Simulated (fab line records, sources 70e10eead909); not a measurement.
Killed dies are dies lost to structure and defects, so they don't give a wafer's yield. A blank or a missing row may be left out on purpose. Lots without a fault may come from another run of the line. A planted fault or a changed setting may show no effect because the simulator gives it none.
fab line records | flow nand_harc
record lots=6 wafers=18 last_day=23
route steps=1159 shown A_ZERO_WELL@412 A_SOURCE_PLATE@413 A_ONON_D1@424 END@1159
lots that met no fault: from a run of the same line without faults
start_h: hours from the record's first day to the start of the lot's first wafer shown | wait_h: hours since the lot's step before | " the same as in the row above | L1.1+2: a row that stands for several wafers | - no value, or no start given | * or withheld: withheld | < > ~ a bound
route shown NAME@n: a module of which the file shows steps, and the number in the route of the first | usual: mean/standard deviation of fault-free wafers | same: alike in all rows | chamber/n: place in a boat | sites: the reading at each site | _std_site: their standard deviation | _edge_site: outer sites' mean less inner sites' | radius_mm: how far each site lies from the wafer's centre | mask NAME#n: copy n | behind: the tool/chamber that last shaped the wafer | hold: why the lot was held/for how many hours/how that ended | device: the transistor (n, p or np) that didn't switch | end of line: the same wafers' tests at the end of the route | a step without rows: its recipe alone | killed: dies lost to structure and defects at the first sort, not the wafer's yield | map: a wafer's dies, x killed, . not, _ none there
set.NAME: the setting as run; set.NAME@STEP: as run at that earlier step | model.NAME: the simulator's own value behind a step, which no gauge read
lots at some steps of the route; a table a step, a row a wafer
services: from which hour (start_h, from the record's first day; less than 0 if before it) a tool's chamber was out of use, for how many hours, and why
## steps
# step NHARC_A_ZERO_WELL_INSPECT_17
# usual raw_defect_count=11/5.4
# columns lot.wafer tool chamber start_h wait_h raw_defect_count
L142.2 defect_inspect-02 - 184.45 0.1 11
L142.3 " - " " 11
L142.5 " - " " 7
L143.2 defect_inspect-01 - 194.44 0.1 9
L143.4 " - " " 8
L143.5 " - " " 11
L144.1 defect_inspect-02 - 196.95 0.2 15
L144.5 " - " " 10
L144.6 " - " " 15
L145.1 defect_inspect-02 - 218.55 0.2 11
L145.2 " - " " 5
L145.4 " - " " 7
L151.1 defect_inspect-02 - 239.49 0.2 14
L151.3 " - " " 17
L151.4 " - " " 14
L153.1 defect_inspect-02 - 245.21 0.2 5
L153.4 " - " " 11
L153.5 " - " " 15
# step NHARC_A_SOURCE_PLATE_PRECLEAN_00
# recipe time_s=60 chemistry=HF-LAST
# step NHARC_A_SOURCE_PLATE_SRD_01
# step NHARC_A_SOURCE_PLATE_OXIDE_02
# recipe target_thk_a=100 temp_c=900 ox_time_s=1362 material=SiO2
# step NHARC_A_SOURCE_PLATE_THK_MEAS_09
# recipe thk_meas_gauge=ellipsometry
# usual thk_nm=9.8/1
# columns lot.wafer tool chamber start_h wait_h thk_nm
L142.2 film_metro-01 - 191.33 0.4 9.6
L142.3 " - " " 10.6
L142.5 " - " " 9.2
L144.1 film_metro-01 - 204.48 0.4 8.8
L144.5 " - " " 9.1
L144.6 " - " " 10.0
L143.2 film_metro-02 - 204.48 0.4 11.1
L143.4 " - " " 10.3
L143.5 " - " " 11.1
L145.1 film_metro-01 - 225.99 0.4 9.0
L145.2 " - " " 10.2
L145.4 " - " " 9.2
L151.1 film_metro-02 - 246.88 0.4 10.3
L151.3 " - " " 9.1
L151.4 " - " " 10.5
L153.1 film_metro-01 - 252.24 0.4 10.3
L153.4 " - " " 9.5
L153.5 " - " " 8.4
# step NHARC_A_SOURCE_PLATE_PVD_04
# recipe target_thk_a=500 material=WSi2
# step NHARC_A_SOURCE_PLATE_CVD_03
# recipe target_thk_a=2000 temp_c=620 pressure_mtorr=200 time_s=4000 material=poly-Si
# step NHARC_A_SOURCE_PLATE_ANNEAL_05
# recipe temp_c=850 time_s=1800
# step NHARC_A_SOURCE_PLATE_THK_MEAS_06
# recipe thk_meas_gauge=ellipsometry
# usual thk_nm=199.5/2
# columns lot.wafer tool chamber start_h wait_h thk_nm
L142.2 film_metro-01 - 205.56 0.4 196.9
L142.3 " - " " 198.1
L142.5 " - " " 199.2
L144.1 film_metro-02 - 218.15 0.4 199.9
L144.5 " - " " 197.9
L144.6 " - " " 198.4
L143.2 film_metro-01 - 218.15 0.4 200.0
L143.4 " - " " 198.3
L143.5 " - " " 196.4
L145.1 film_metro-02 - 240.68 0.4 199.0
L145.2 " - " " 200.1
L145.4 " - " " 198.5
L151.1 film_metro-02 - 259.80 0.4 195.9
L151.3 " - " " 198.0
L151.4 " - " " 200.5
L153.1 film_metro-02 - 265.86 0.4 202.9
L153.4 " - " " 201.4
L153.5 " - " " 201.1
# step NHARC_A_SOURCE_PLATE_INSPECT_08
# usual raw_defect_count=53/19
# columns lot.wafer tool chamber start_h wait_h raw_defect_count
L142.2 defect_inspect-02 - 205.62 0.0 79
L142.3 " - " " 39
L142.5 " - " " 27
L144.1 defect_inspect-02 - 218.23 0.0 55
L144.5 " - " " 52
L144.6 " - " " 46
L143.2 defect_inspect-01 - 218.23 0.0 110
L143.4 " - " " 33
L143.5 " - " " 79
L145.1 defect_inspect-02 - 240.78 0.0 47
L145.2 " - " " 43
L145.4 " - " " 33
L151.1 defect_inspect-02 - 259.86 0.0 36
L151.3 " - " " 54
L151.4 " - " " 60
L153.1 defect_inspect-01 - 265.92 0.0 47
L153.4 " - " " 57
L153.5 " - " " 37
# step NHARC_A_ONON_D1_DEP_00
# recipe target_thk_a=10000 n2_flow_sccm=2750 n2o_flow_sccm=2000 nh3_flow_sccm=500 sih4_flow_sccm=210 temp_c=400
# usual nh3_flow_sccm=500.3/1.6
# columns lot.wafer tool chamber start_h wait_h nh3_flow_sccm
L142.2 pecvd_onon-02 0 205.75 0.1 499.1
L142.3 " 0 " " 498.4
L142.5 " 0 " " 498.9
L144.1 pecvd_onon-02 0 218.30 0.1 501.2
L144.5 " 0 " " 502.3
L144.6 " 0 " " 504.4
L143.2 pecvd_onon-01 0 218.36 0.1 500.3
L143.4 " 0 " " 498.9
L143.5 " 0 " " 502.1
L145.1 pecvd_onon-02 0 240.85 0.1 501.0
L145.2 " 0 " " 499.5
L145.4 " 0 " " 502.5
L151.1 pecvd_onon-01 0 259.93 0.1 499.3
L151.3 " 0 " " 502.0
L151.4 " 0 " " 502.3
L153.1 pecvd_onon-03 0 265.99 0.1 503.9
L153.4 " 0 " " 500.8
L153.5 " 0 " " 500.2
# step NHARC_A_ONON_D1_THK_MEAS_02
# recipe thk_meas_gauge=ellipsometry
# usual thk_nm=997/8.2
# columns lot.wafer tool chamber start_h wait_h thk_nm
L142.2 film_metro-01 - 206.20 - 999
L142.3 " - " " 1000
L142.5 " - " " 1000
L144.1 film_metro-02 - 218.80 - 1418
L144.5 " - " " 1417
L144.6 " - " " 1417
L143.2 film_metro-01 - 218.81 - 986
L143.4 " - " " 986
L143.5 " - " " 986
L145.1 film_metro-02 - 241.37 - 1422
L145.2 " - " " 1422
L145.4 " - " " 1422
L151.1 film_metro-01 - 260.45 - 1007
L151.3 " - " " 1008
L151.4 " - " " 1008
L153.1 film_metro-01 - 266.50 - 996
L153.4 " - " " 999
L153.5 " - " " 996
# step NHARC_A_ONON_D1_DEP_03
# recipe target_thk_a=10000 n2_flow_sccm=2750 n2o_flow_sccm=2000 nh3_flow_sccm=500 sih4_flow_sccm=210 temp_c=400
# step NHARC_END_SORT_01
# recipe temp_c=25
# usual killed_at_array=25/9.2 killed_at_other=0.8/1.2 killed_at_periphery=3.9/2.6 killed_dies=30/9.7 killed_open=3.4/1.9 killed_short=2.0/1.4
# same gross_dies=677
# columns lot.wafer tool chamber start_h wait_h killed_at_array killed_at_other killed_at_periphery killed_dies killed_open killed_short
L142.2 prober-01 0 484.09 2.8 40 0 4 44 3 4
L142.3 prober-01 0 484.89 3.1 20 0 5 25 3 2
L142.5 prober-01 0 486.50 3.7 34 0 4 38 3 3
L144.1 prober-02 0 499.03 2.5 672 1 4 677 2 6
L144.5 prober-02 0 502.23 3.7 676 0 1 677 3 0
L144.6 prober-02 0 503.04 4.0 673 1 3 677 3 4
L145.1 prober-02 0 517.48 2.5 676 1 0 677 2 4
L145.4 prober-02 0 519.92 3.4 673 2 2 677 3 6
# killed by level:class
L142.2 A_SLIT:chamber_film_flake=14 A_SGD_CUT:chamber_film_flake=6 A_CONTACT:chamber_film_flake=6 A_CHANNEL_HOLE_D1:chamber_film_flake=4 A_STAIRCASE:chamber_film_flake=4 A_BLC:geometric_particle:short=2 P_GATE:chamber_film_flake=2 P_M0:geometric_particle:open=1
L142.3 A_SLIT:chamber_film_flake=9 A_CHANNEL_HOLE_D1:chamber_film_flake=4 A_CONTACT:chamber_film_flake=3 P_GATE:chamber_film_flake=2 A_STAIRCASE:chamber_film_flake=2 P_GATE:geometric_particle:short=1 P_CONTACT:geometric_particle:open=1 P_M0:geometric_particle:open=1
L142.5 A_SLIT:chamber_film_flake=15 A_SGD_CUT:chamber_film_flake=5 A_CHANNEL_HOLE_D1:chamber_film_flake=4 A_STAIRCASE:chamber_film_flake=4 P_STI:chamber_film_flake=2 P_CONTACT:geometric_particle:open=1 P_M0:geometric_particle:short=1 A_CHANNEL_FILL_D1:geometric_particle:open=1
L144.1 A_ONON_D1:area_dep=635 A_STAIRCASE:chamber_film_flake=11 A_SLIT:chamber_film_flake=9 A_CHANNEL_HOLE_D1:chamber_film_flake=6 A_CONTACT:chamber_film_flake=4 A_SGD_CUT:geometric_particle:short=2 P_STI:chamber_film_flake=2 P_M0:geometric_particle:short=1
L144.5 A_ONON_D1:area_dep=650 A_SLIT:chamber_film_flake=13 A_WL_FILL:chamber_film_flake=4 A_STAIRCASE:chamber_film_flake=3 A_CONTACT:chamber_film_flake=2 A_CHANNEL_HOLE_D1:geometric_particle:open=1 A_CONTACT:geometric_particle:open=1 A_M0:geometric_particle:open=1
L144.6 A_ONON_D1:area_dep=633 A_SLIT:chamber_film_flake=12 A_STAIRCASE:chamber_film_flake=8 A_CHANNEL_HOLE_D1:chamber_film_flake=5 A_WL_FILL:chamber_film_flake=5 A_CONTACT:chamber_film_flake=5 A_CHANNEL_FILL_D1:geometric_particle:short=2 A_CONTACT:geometric_particle:open=2
L145.1 A_ONON_D1:area_dep=644 A_SLIT:chamber_film_flake=13 A_CHANNEL_HOLE_D1:chamber_film_flake=10 A_STAIRCASE:chamber_film_flake=2 A_ONON_D1:geometric_particle:open=1 A_ONON_D1:geometric_particle:short=1 A_CHANNEL_HOLE_D1:geometric_particle:short=1 A_M0:geometric_particle:open=1
L145.4 A_ONON_D1:area_dep=626 A_SLIT:chamber_film_flake=17 A_CHANNEL_HOLE_D1:chamber_film_flake=14 A_CONTACT:chamber_film_flake=6 A_WL_FILL:geometric_particle:short=3 A_M0:geometric_particle:short=2 HYBRID_BOND:chamber_film_flake=2 A_SGD_CUT:geometric_particle:short=1
# map L144.1 (x killed, . not)
____________x____________
_________xxxxxxx_________
_______xxxxxxxxxxx_______
______xxxxxxxxxxxxx______
_____xxxxxxxxxxxxxxx_____
____xxxxxxxxxxxxxxxxx____
____xxxxxxxxxxxxxxxxx____
___xxxxxxxxxxxxxxxxxxx___
___xxxxxxxxxxxxxxxxxxx___
__xxxxxxxxxxxxxxxxxxxxx__
__xxxxxxxxxxxxxxxxxxxxx__
_xxxxxxxxxxxxxxxxxxxxxxx_
_xxxxxxxxxxxxxxxxxxxxxxx_
_xxxxxxxxxxxxxxxxxxxxxxx_
_xxxxxxxxxxxxxxxxxxxxxxx_
_xxxxxxxxxxxxxxxxxxxxxxx_
xxxxxxxxxxxxxxxxxxxxxxxxx
xxxxxxxxxxxxxxxxxxxxxxxxx
xxxxxxxxxxxxxxxxxxxxxxxxx
xxxxxxxxxxxxxxxxxxxxxxxxx
xxxxxxxxxxxxxxxxxxxxxxxxx
_xxxxxxxxxxxxxxxxxxxxxxx_
_xxxxxxxxxxxxxxxxxxxxxxx_
_xxxxxxxxxxxxxxxxxxxxxxx_
_xxxxxxxxxxxxxxxxxxxxxxx_
_xxxxxxxxxxxxxxxxxxxxxxx_
__xxxxxxxxxxxxxxxxxxxxx__
__xxxxxxxxxxxxxxxxxxxxx__
___xxxxxxxxxxxxxxxxxxx___
___xxxxxxxxxxxxxxxxxxx___
____xxxxxxxxxxxxxxxxx____
____xxxxxxxxxxxxxxxxx____
_____xxxxxxxxxxxxxxx_____
______xxxxxxxxxxxxx______
_______xxxxxxxxxxx_______
_________xxxxxxx_________
____________x____________
# map L145.1 (x killed, . not)
____________x____________
_________xxxxxxx_________
_______xxxxxxxxxxx_______
______xxxxxxxxxxxxx______
_____xxxxxxxxxxxxxxx_____
____xxxxxxxxxxxxxxxxx____
____xxxxxxxxxxxxxxxxx____
___xxxxxxxxxxxxxxxxxxx___
___xxxxxxxxxxxxxxxxxxx___
__xxxxxxxxxxxxxxxxxxxxx__
__xxxxxxxxxxxxxxxxxxxxx__
_xxxxxxxxxxxxxxxxxxxxxxx_
_xxxxxxxxxxxxxxxxxxxxxxx_
_xxxxxxxxxxxxxxxxxxxxxxx_
_xxxxxxxxxxxxxxxxxxxxxxx_
_xxxxxxxxxxxxxxxxxxxxxxx_
xxxxxxxxxxxxxxxxxxxxxxxxx
xxxxxxxxxxxxxxxxxxxxxxxxx
xxxxxxxxxxxxxxxxxxxxxxxxx
xxxxxxxxxxxxxxxxxxxxxxxxx
xxxxxxxxxxxxxxxxxxxxxxxxx
_xxxxxxxxxxxxxxxxxxxxxxx_
_xxxxxxxxxxxxxxxxxxxxxxx_
_xxxxxxxxxxxxxxxxxxxxxxx_
_xxxxxxxxxxxxxxxxxxxxxxx_
_xxxxxxxxxxxxxxxxxxxxxxx_
__xxxxxxxxxxxxxxxxxxxxx__
__xxxxxxxxxxxxxxxxxxxxx__
___xxxxxxxxxxxxxxxxxxx___
___xxxxxxxxxxxxxxxxxxx___
____xxxxxxxxxxxxxxxxx____
____xxxxxxxxxxxxxxxxx____
_____xxxxxxxxxxxxxxx_____
______xxxxxxxxxxxxx______
_______xxxxxxxxxxx_______
_________xxxxxxx_________
____________x____________
## services
# columns tool chamber start_h hours kind
pecvd_onon-01 - 195.00 13.0 pm
## key
first_sign step=NHARC_A_ONON_D1_THK_MEAS_02 reading=thk_nm direction=up sigmas=52 usual=997 struck=1420
effect step=NHARC_END_SORT_01 reading=killed_at_array direction=up sigmas=71 usual=25 struck=674
more_kills_born_at NHARC_A_ONON_D1_DEP_00@pecvd_onon-02=3188
met_at NHARC_A_ONON_D1_DEP_00
struck_wafers L144.1,L144.5,L144.6,L145.1,L145.2,L145.4
rows_end L145.2
later_rows_left_out L144.1,L144.5,L144.6,L145.1,L145.4
tester_left_out L144,L145
onset_between 205.75 218.30
fault kind=process_parameter_drift tool=pecvd_onon-02 chamber=- onset_h=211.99 steps=NHARC_A_ONON_D1_DEP_00 channel=target_thk_a offset=* shape=step acts_in=* stated=*
# tester_left_out: of these lots the tester's yield and bins aren't shown, on N5 and GAA mostly nor the transistor test; their killed dies are dies lost to structure and defects alone, not to doping, threshold or leakage, so they don't give the yield
# later_rows_left_out: the simulator's readings of these wafers behind a module that went badly wrong aren't trusted and aren't shown, but for the sort
# rows_end: these wafers met a further fault down the route, and their rows from its step on are left out
